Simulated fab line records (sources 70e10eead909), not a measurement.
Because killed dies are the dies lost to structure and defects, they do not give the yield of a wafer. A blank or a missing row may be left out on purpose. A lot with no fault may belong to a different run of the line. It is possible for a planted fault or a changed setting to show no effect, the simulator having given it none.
Chamber matching	flow nand_harc	NHARC_A_SLIT_DEP_23 on pecvd-01 has 3 sister chambers
The step deposits SiON, target thk 100 nm. 16 wafers are shown with their chamber, then 8 later ones without.

## WAFERS WITH THEIR CHAMBER
wafer	chamber	heater_power_w (W)	chamber_pressure_Torr (Torr)	susceptor_temp_C (C)
L074.1	2	897	3.488	399.75
L074.2	1	711	3.506	400.03
L074.3	0	800	3.513	400.06
L076.3	1	765	3.509	399.91
L076.5	0	682	3.504	399.80
L076.6	2	937	3.514	399.88
L078.1	2	920	3.508	400.18
L078.4	2	919	3.518	399.81
L078.5	1	752	3.495	399.77
L079.4	2	752	3.494	399.72
L079.5	0	676	3.499	400.03
L079.6	1	814	3.496	400.02
L087.2	0	763	3.496	399.68
L087.3	1	849	3.483	399.84
L087.4	0	779	3.489	399.87
L090.2	1	829	3.489	400.07

SIGNATURES, as means of the wafers listed above
reading	chamber 0	chamber 1	chamber 2	scatter within a chamber
heater_power_w	740.00	786.67	885.00	61.9
chamber_pressure_Torr	3.50020	3.49633	3.50440	0.0107
susceptor_temp_C	399.8880	399.9400	399.8680	0.154
Rule: distance of a wafer from a chamber = root of the sum over the readings of ((wafer's reading minus chamber's mean) / reading's scatter) squared. The wafer belongs to the nearest chamber; if the next one is less than 2 further off, it can't be placed. The scatter: the root of (the sum of the squares of (reading less its chamber's mean) over the shown wafers, divided by (wafers less chambers)).

## WAFERS WHOSE CHAMBER IS MISSING
wafer	heater_power_w (W)	chamber_pressure_Torr (Torr)	susceptor_temp_C (C)
L090.3	854	3.508	400.08
L090.6	780	3.494	399.97
L089.1	718	3.502	400.04
L089.2	760	3.498	400.28
L089.4	666	3.505	399.84
L092.1	678	3.497	399.88
L092.5	849	3.501	400.37
L092.6	693	3.493	400.12

## WHICH CHAMBER EACH WENT THROUGH
wafer	from the rows above	in truth
L090.3	can't be placed: 2 or 1 or 0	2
L090.6	can't be placed: 1 or 0 or 2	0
L089.1	can't be placed: 0 or 1 or 2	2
L089.2	can't be placed: 1 or 0 or 2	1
L089.4	can't be placed: 0 or 1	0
L092.1	can't be placed: 0 or 1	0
L092.5	can't be placed: 1 or 2 or 0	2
L092.6	can't be placed: 0 or 1 or 2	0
Correct placement for 0 of the 8. Not placeable from these rows: 8 (in 8, the candidates include the true chamber). Wrongly placed: 0.
